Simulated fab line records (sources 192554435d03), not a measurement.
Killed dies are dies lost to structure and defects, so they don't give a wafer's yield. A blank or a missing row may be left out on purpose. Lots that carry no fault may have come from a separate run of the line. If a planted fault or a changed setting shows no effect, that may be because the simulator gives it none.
Chamber matching :: flow n5-finfet :: rie-diel-01 running N5_MOL_CONTACT_COAG_DESCUM_45: 4 sister chambers
The step chemistry O2, time 7 s. 14 wafers are shown with their chamber, then 7 later ones without.

## WAFERS, EACH WITH ITS CHAMBER
wafer: L074.1
chamber: 0
showerhead-plenum-p-Torr (Torr): 2.22
drypump-motor-current-A (A): 5.2
oes-product-au (a.u.): 0.86

wafer: L074.3
chamber: 1
showerhead-plenum-p-Torr (Torr): 2.04
drypump-motor-current-A (A): 5.4
oes-product-au (a.u.): 0.73

wafer: L074.4
chamber: 3
showerhead-plenum-p-Torr (Torr): 2.05
drypump-motor-current-A (A): 6.2
oes-product-au (a.u.): 0.71

wafer: L075.1
chamber: 2
showerhead-plenum-p-Torr (Torr): 2.06
drypump-motor-current-A (A): 5.6
oes-product-au (a.u.): 0.91

wafer: L075.4
chamber: 1
showerhead-plenum-p-Torr (Torr): 2.04
drypump-motor-current-A (A): 5.3
oes-product-au (a.u.): 0.72

wafer: L075.6
chamber: 0
showerhead-plenum-p-Torr (Torr): 2.22
drypump-motor-current-A (A): 5.2
oes-product-au (a.u.): 0.86

wafer: L078.1
chamber: 0
showerhead-plenum-p-Torr (Torr): 2.22
drypump-motor-current-A (A): 5.2
oes-product-au (a.u.): 0.85

wafer: L078.2
chamber: 3
showerhead-plenum-p-Torr (Torr): 2.04
drypump-motor-current-A (A): 6.2
oes-product-au (a.u.): 0.70

wafer: L078.3
chamber: 2
showerhead-plenum-p-Torr (Torr): 2.06
drypump-motor-current-A (A): 5.6
oes-product-au (a.u.): 0.89

wafer: L079.2
chamber: 0
showerhead-plenum-p-Torr (Torr): 2.22
drypump-motor-current-A (A): 5.2
oes-product-au (a.u.): 0.85

wafer: L079.4
chamber: 1
showerhead-plenum-p-Torr (Torr): 2.04
drypump-motor-current-A (A): 5.3
oes-product-au (a.u.): 0.72

wafer: L079.5
chamber: 0
showerhead-plenum-p-Torr (Torr): 2.22
drypump-motor-current-A (A): 5.2
oes-product-au (a.u.): 0.84

wafer: L089.1
chamber: 0
showerhead-plenum-p-Torr (Torr): 2.21
drypump-motor-current-A (A): 5.2
oes-product-au (a.u.): 0.83

wafer: L089.3
chamber: 2
showerhead-plenum-p-Torr (Torr): 2.05
drypump-motor-current-A (A): 5.5
oes-product-au (a.u.): 0.86

SIGNATURES, as means of the wafers listed above
reading: showerhead-plenum-p-Torr
chamber 0: 2.2183
chamber 1: 2.0400
chamber 2: 2.0567
chamber 3: 2.0450
scatter within a chamber: 0.00447

reading: drypump-motor-current-A
chamber 0: 5.200
chamber 1: 5.333
chamber 2: 5.567
chamber 3: 6.200
scatter within a chamber: 0.0365

reading: oes-product-au
chamber 0: 0.8483
chamber 1: 0.7233
chamber 2: 0.8867
chamber 3: 0.7050
scatter within a chamber: 0.0144
Rule: a wafer's distance from a chamber is the root of the sum, over the readings, of the square of ((its reading less the chamber's mean) divided by the reading's scatter). If the next closest chamber is less than 2 further off than the closest, the wafer can't be placed; otherwise it belongs to the closest. How the scatter is found: for the shown wafers, subtract from each reading the mean of its chamber, square and add these, divide the total by (wafers less chambers), then take the root.

## WAFERS MISSING THEIR CHAMBER
wafer: L089.6
showerhead-plenum-p-Torr (Torr): 2.03
drypump-motor-current-A (A): 6.1
oes-product-au (a.u.): 0.68

wafer: L091.3
showerhead-plenum-p-Torr (Torr): 2.05
drypump-motor-current-A (A): 5.5
oes-product-au (a.u.): 0.85

wafer: L091.4
showerhead-plenum-p-Torr (Torr): 2.05
drypump-motor-current-A (A): 5.6
oes-product-au (a.u.): 0.85

wafer: L091.6
showerhead-plenum-p-Torr (Torr): 2.21
drypump-motor-current-A (A): 5.2
oes-product-au (a.u.): 0.82

wafer: L094.2
showerhead-plenum-p-Torr (Torr): 2.21
drypump-motor-current-A (A): 5.2
oes-product-au (a.u.): 0.81

wafer: L094.4
showerhead-plenum-p-Torr (Torr): 2.03
drypump-motor-current-A (A): 5.3
oes-product-au (a.u.): 0.71

wafer: L094.5
showerhead-plenum-p-Torr (Torr): 2.05
drypump-motor-current-A (A): 5.6
oes-product-au (a.u.): 0.85

## WHICH CHAMBER EACH WENT THROUGH
wafer: L089.6
from the rows above: 3
in truth: 3

wafer: L091.3
from the rows above: 2
in truth: 2

wafer: L091.4
from the rows above: 2
in truth: 2

wafer: L091.6
from the rows above: 0
in truth: 0

wafer: L094.2
from the rows above: 0
in truth: 0

wafer: L094.4
from the rows above: 1
in truth: 1

wafer: L094.5
from the rows above: 2
in truth: 2
7 of 7 placed correctly. Can't be placed from these rows: 0. Wrongly placed: 0.
